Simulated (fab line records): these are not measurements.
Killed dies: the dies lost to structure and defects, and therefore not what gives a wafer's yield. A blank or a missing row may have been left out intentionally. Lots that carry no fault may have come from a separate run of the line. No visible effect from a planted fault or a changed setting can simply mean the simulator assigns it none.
Struck lot and sound lot, side by side	flow n5 finfet	16 out of 1938 route steps
Sound: the wafers L920.2, L920.3, L920.6. Wafers L928.1, L928.4, L928.5 were the ones struck. The cause comes at the end.
Order at every step that has rows: each side's tool, ch and its chambers, its first start. Under that, the readings that differ: sound wafers	struck wafers	difference of the means	sigmas: that difference in standard deviations of wafers without a fault.
alike: readings with means less than 2 such deviations apart, plus words and numbers identical on both sides. not compared: withheld readings, readings lacking a value on some wafer, bounds such as >300 that could conceal the same value, and numbers that have no deviation in the record and whose values overlap.
A row with sigmas, a row that says differs or no value, or rows on one side alone: a step with any of these is where the two part. Non-overlapping numbers with no deviation appear without sigmas and do not part them. A reading missing from all wafers of one side parts the sides only when that side holds two or more wafers.

first, 7 steps without rows for these wafers: N5_HKMG_FIN_COAT_42 (time 60 s, resist thk 35 nm); N5_HKMG_FIN_COAT_43 (resist thk 90 nm); N5_HKMG_FIN_EBR_45; N5_HKMG_FIN_SOFTBAKE_44 (time 60 s); N5_HKMG_FIN_EXPOSE_46 (exposes mask NDIPOLE); N5_HKMG_FIN_PEB_47 (peb time 60 s); N5_HKMG_FIN_DEVELOP_48 (develop time 30 s).
N5_HKMG_FIN_CD_MEAS_49: the cd target is 202 nm.
  sound on cd sem-02 ch 0, day 5 23:27; struck on cd sem-01 ch 0, day 7 21:44
  alike: cd nm
N5_HKMG_FIN_OVL_MEAS_50:
  sound on overlay-02 ch 0, day 5 23:29; struck on overlay-02 ch 0, day 7 21:46
  alike: NDIPOLE_OVL
N5_HKMG_FIN_INSPECT_61: inspects for defects (macro).
  sound on defect inspect-02, day 5 23:30; struck on defect inspect-01, day 7 21:47
  alike: raw defect count
N5_HKMG_FIN_DESCUM_53: chemistry O2, time 7.9 s.
  sound on rie diel-04 ch 0,3, day 5 23:49; struck on rie diel-04 ch 0,1, day 7 21:52
  alike: chamber pressure mTorr, drypump motor current A, oes product au, rf vpp V, showerhead plenum p Torr, throttle valve pct
  not compared: rf hours counter h
N5_HKMG_FIN_ETCH_54: etches SiARC in CF4, target depth 45.5 nm, time 75.8 s.
  sound on rie diel-04 ch 0,3, day 5 23:50; struck on rie diel-04 ch 0,1, day 7 21:54
  alike: chamber pressure mTorr, drypump motor current A, etch rf on time s, oes product au, rf vpp V, showerhead plenum p Torr, throttle valve pct
  not compared: rf hours counter h
N5_HKMG_FIN_ETCH_55: etches SOC in N2/H2, target depth 240 nm, time 300 s.
  sound on rie diel-04 ch 0,3, day 5 23:54; struck on rie diel-04 ch 0,1, day 7 21:58
reading	sound	struck	difference	sigmas
h2 flow sccm (sccm)	200.8 200.3 201.0	219.7 220.7 219.8	+19.4	+30
  alike: chamber pressure mTorr, drypump motor current A, oes product au, rf vpp V, showerhead plenum p Torr, throttle valve pct
  not compared: rf hours counter h
then, 1 step without rows for these wafers: N5_HKMG_FIN_STRIP_56 (strips in N2/H2).
-- the record jumps here: 4 days lie between the struck wafers' starts before and after (it left off in module HKMG_FIN and takes up again in module BEOL_M4, whose first step shown is number 1111 of the route) --
N5_BEOL_M4_RC_MEAS_101:
  sound on prober-01 ch 0, day 9 21:23; struck on prober-01 ch 0, day 12 00:14
  alike: DIBL_N, DIBL_P, IOFF_N, IOFF_P, ION_N, ION_P, SS_N, SS_P, VT_N, VT_P
N5_PASSIVATION_PROBE_49:
  sound wafers here have rows in the record (prober-01, day 14 10:42); struck ones have none

== WHERE THEY PART ==
First at N5_HKMG_FIN_ETCH_55; last, within this record, at N5_PASSIVATION_PROBE_49.

WHY: the cause the simulator had injected
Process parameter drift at N5_HKMG_FIN_ETCH_55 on rie diel-04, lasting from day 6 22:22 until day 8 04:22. Setting h2 flow sccm, moved by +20, from 200. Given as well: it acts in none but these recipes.
